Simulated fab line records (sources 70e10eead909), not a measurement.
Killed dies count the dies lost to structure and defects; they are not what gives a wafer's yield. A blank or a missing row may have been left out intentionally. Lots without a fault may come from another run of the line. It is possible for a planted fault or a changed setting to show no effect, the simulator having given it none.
The tool behind it: which one?    flow nandHarc    18 wafers from 6 lots sampled at 4 of the route's 1302 steps

WHAT THE GAUGES READ, wafer by wafer
NHARC_THIN_TSV_CD_MEAS_37.
lot   measured      on        cdNm (nm)
L432  day 24 03:21  cdSem-01  5002 5003 5004
L433  day 25 02:14  cdSem-02  5000 4999 4999
L436  day 27 08:58  cdSem-02  5002 4997 5003
L439  day 27 20:36  cdSem-01  4999 4999 4999
L442  day 28 15:56  cdSem-03  5003 4998 4998
L443  day 30 09:01  cdSem-02  5000 5002 5003

TOOL THAT RAN EACH LOT (tool first, then ch and the chambers of the sampled wafers, then the start)
lot   NHARC_P_M2_STRIP_18                NHARC_THIN_TSV_DEGAS_49      NHARC_THIN_TSV_PRE_CLEAN_54
L432  rieDiel-01 ch 2,3, day 7 02:04     pvdSputter-03, day 23 22:48  pvdSputter-01, day 24 00:51
L433  rieDiel-12 ch 0,2,3, day 7 16:36   pvdSputter-01, day 24 21:47  pvdSputter-03, day 24 23:52
L436  rieDiel-12 ch 0,1,2, day 9 04:20   pvdSputter-01, day 27 04:25  pvdSputter-02, day 27 06:28
L439  rieDiel-04 ch 0,1,2, day 10 02:44  pvdSputter-03, day 27 16:00  pvdSputter-02, day 27 18:02
L442  rieDiel-04 ch 2,3, day 11 08:44    pvdSputter-03, day 28 11:20  pvdSputter-03, day 28 13:26
L443  rieDiel-04 ch 1,2, day 12 16:35    pvdSputter-02, day 30 04:26  pvdSputter-03, day 30 06:30
- NHARC_P_M2_STRIP_18: strips in N2/H2.
- NHARC_THIN_TSV_DEGAS_49: time 120 s.
- NHARC_THIN_TSV_PRE_CLEAN_54: time 30 s.

THE ANSWER, worked out from the rows above alone
Rule: what is usual is taken from the lots themselves. Put in order of their means at a reading, lots are off if they are a third of the lots or fewer, leave a main group of 4 or more, and stand apart from it by a gap of 3 or more times the standard deviation of the main group's means; of several such gaps the widest counts. A main group whose means are all the same, to the digits that the tables above print for the reading, isn't used. Also off: a lot with no number at a reading for which 4 or more lots have one. All remaining lots with rows at the step are treated as sound.
None of the lots is off at any reading shown; this tells nothing.

WHAT WAS PUT IN BY THE SIMULATOR
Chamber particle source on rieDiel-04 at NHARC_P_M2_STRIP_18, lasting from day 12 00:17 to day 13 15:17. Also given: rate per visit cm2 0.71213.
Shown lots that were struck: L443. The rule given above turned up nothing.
